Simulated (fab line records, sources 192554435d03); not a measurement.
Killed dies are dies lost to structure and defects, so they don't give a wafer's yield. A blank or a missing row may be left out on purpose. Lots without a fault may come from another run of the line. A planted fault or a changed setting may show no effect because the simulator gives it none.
A struck lot beside a sound one | flow n5_finfet | 27 steps out of a route of 1938
Sound: wafers L572.2, L572.3, L572.5. Struck: wafer L577.4. (L577.3, L577.6 of the same lot were not struck and are left out.) The cause comes at the end.
At each step with rows: each side's tool, then ch and its chambers, then its first start. Under that, the readings that differ: sound wafers | struck wafers | difference of the means | sigmas: that difference in standard deviations of wafers without a fault.
alike: readings whose means differ by less than 2 such deviations, and words and numbers that are the same on both sides. not compared: withheld readings, readings that some wafer has no value for, bounds like >300 that may hide the same value, and numbers for which the record gives no deviation and whose values overlap.
The two part at a step that has a row with sigmas, a row that says differs or no value, or rows on one side only. Numbers that don't overlap but have no deviation are shown without sigmas and don't part them. A reading that every wafer of one side lacks parts them only if that side has two wafers or more.

first, 9 steps without rows for these wafers: N5_BEOL_M9_DESCUM_33 (chemistry O2, time 7 s); N5_BEOL_M9_ETCH_76 (etches underlayer in N2/H2, target depth 6.5 nm, time 5.2 s); N5_BEOL_M9_ETCH_65 (etches SiARC in CF4, target depth 15.6 nm, time 26 s); N5_BEOL_M9_ETCH_66 (etches SOC in N2/H2, target depth 80 nm, overetch 16 nm, time 120 s); N5_BEOL_M9_STRIP_69 (strips in N2/H2); N5_BEOL_M9_STRIP_77 (strips in N2/H2); N5_BEOL_M9_VIA_ETCH_34 (etches SiCOH lowk in C4F6/O2, target depth 182.4 nm, time 68.4 s); N5_BEOL_M9_STRIP_73 (strips in C4F6/O2); N5_BEOL_M9_STRIP_36 (strips in N2/H2).
N5_BEOL_M9_TRENCH_ETCH_37: etches SiCOH lowk in C4F6/O2, target depth 151.43 nm, time 49 s.
  sound on rie_diel-03 ch 0,2, day 14 18:15; struck on rie_diel-03 ch 0, day 15 14:22
  reading                                    | sound             | struck | difference | sigmas
  bias_w (W)                                 | 184.0 184.1 184.6 | 145.6  | -38.6      | -64
  rf_vpp_V (V)                               | 619 664 666       | 511    | -139       | -8
  model.BEOL_M9.feature_depth_nm (nm)        | 156.6 151 150.8   | 147    | -6         |
  model.etch.depth_nm (nm)                   | 156.6 151 150.8   | 147    | -6         |
  model.TiN_of_BEOL_M9_HM_DEP_02.thk_nm (nm) | 16 16.2 16.2      | 15.8   | -0.3       |
  alike: drypump_motor_current_A, oes_product_au, showerhead_plenum_p_Torr, throttle_valve_pct
  not compared: rf_hours_counter_h
then, 15 steps without rows for these wafers: N5_BEOL_M9_ETCH_41 (etches SiCN in CH3F/O2, target depth 36.6 nm, time 70.1 s); N5_BEOL_M9_STRIP_80 (strips in N2/H2, time 10 s); N5_BEOL_M9_HM_STRIP_39 (strips TiN in peroxide tin strip, target depth 25 nm, time 158 s); N5_BEOL_M9_SRD_40 (time 30 s); N5_BEOL_M9_PRECLEAN_42 (cleans in residue remover, time 60 s); N5_BEOL_M9_SRD_43 (time 30 s); N5_BEOL_M9_CURE_72 (cures SiCOH lowk, time 120 s); N5_BEOL_M9_DEGAS_44 (time 60 s); N5_BEOL_M9_PRE_CLEAN_45 (time 30 s); N5_BEOL_M9_ALD_74 (deposits TaN, target thk 2 nm, pulse time 2 s, purge time 3 s); N5_BEOL_M9_SURFACE_TREAT_79; N5_BEOL_M9_CVD_78 (deposits Co from CCTBA/H2, target thk 2 nm, time 138.9 s); N5_BEOL_M9_SPUTTER_48 (material Cu, target thk 12 nm, time 2 s); N5_BEOL_M9_ECD_50 (material Cu, target thk 318 nm); N5_BEOL_M9_ANNEAL_51 (time 90 s).
N5_BEOL_M9_CMP_52: polishes, stops on SiCOH lowk, t overpolish 7 s, target thk 140 nm.
  sound on cmp-02 ch 0,3, day 14 20:37; struck on cmp-03 ch 2, day 15 17:29
  reading                                | sound             | struck | difference | sigmas
  overpolish_run_s (s)                   | 6.999 6.998 6.997 | 7.019  | +0.021     | +2
  model.Cu_of_BEOL_M9_ECD_50.thk_nm (nm) | 145 139.4 138.4   | 134.2  | -6.7       |
  alike: barrier_field_endpoint_s, head_pressure_psi, motor_current_A, time_to_endpoint_s
-- the record jumps here: 2 days lie between the struck wafers' starts before and after (it left off in module BEOL_M9 and takes up again in module PASSIVATION, whose first step shown is number 1936 of the route) --
N5_PASSIVATION_PROBE_49:
  the record has rows for the struck wafers here (prober-02, day 18 00:17) and none for the sound ones

WHERE THEY PART
First at N5_BEOL_M9_TRENCH_ETCH_37; last, within this record, at N5_PASSIVATION_PROBE_49.

WHY: what the simulator had put in
Process parameter drift: rie_diel-03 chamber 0, from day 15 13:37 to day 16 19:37, at N5_BEOL_M9_TRENCH_ETCH_37. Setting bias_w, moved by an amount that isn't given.
